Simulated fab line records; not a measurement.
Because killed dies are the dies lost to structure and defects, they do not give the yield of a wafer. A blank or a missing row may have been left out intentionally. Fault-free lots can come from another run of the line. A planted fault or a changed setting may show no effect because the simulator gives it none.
Chamber matching -- flow n5 finfet -- cmp-04 running N5_BEOL_M1_CMP_52: 4 sister chambers
The step polishes, stops on SiOC, t overpolish 6.8 s, target thk 40 nm. 8 wafers are shown with their chamber, then 11 later ones without.

## EACH WAFER AND ITS CHAMBER
wafer,chamber,motor current A (A),time to endpoint s (s)
L084.3,0,4.8,64
L085.1,0,5.3,62
L085.3,3,6.1,55
L085.5,3,6.2,57
L090.3,1,6.6,55
L090.4,2,6.4,65
L090.6,1,6.6,55
L093.3,2,6.1,66

## WAFERS WITH NO CHAMBER GIVEN
wafer,motor current A (A),time to endpoint s (s)
L093.5,5.9,54
L093.6,4.7,64
L094.2,6.3,52
L094.3,5.1,59
L094.6,6.4,65
L095.2,6.5,56
L095.5,6.3,61
L095.6,6.0,56
L097.2,6.5,60
L097.3,4.9,64
L097.6,6.5,57

## WHICH CHAMBER EACH WENT THROUGH
wafer,from the rows above,in truth
L093.5,can't be placed: 3 or 1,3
L093.6,0,0
L094.2,can't be placed: 1 or 3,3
L094.3,can't be placed: 0 or 3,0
L094.6,2,2
L095.2,can't be placed: 1 or 3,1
L095.5,can't be placed: 2 or 3 or 1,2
L095.6,3,3
L097.2,can't be placed: 3 or 1 or 2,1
L097.3,0,0
L097.6,can't be placed: 3 or 1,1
4 of 11 placed correctly. Unplaceable from these rows: 7, with the true chamber sitting among the candidates in 7. Wrongly placed: 0.
How it was worked out, from the rows above alone: a wafer's distance from a chamber is the root of the sum, over the readings, of the square of ((its reading less the chamber's mean) divided by the reading's scatter). If the next closest chamber is less than 2 further off than the closest, the wafer can't be placed; otherwise it belongs to the closest. The mean given for a chamber averages the wafers shown for that chamber. The scatter is the square root of a quotient: the sum, over the shown wafers, of each reading's squared deviation from its chamber's mean, divided by wafers minus chambers.
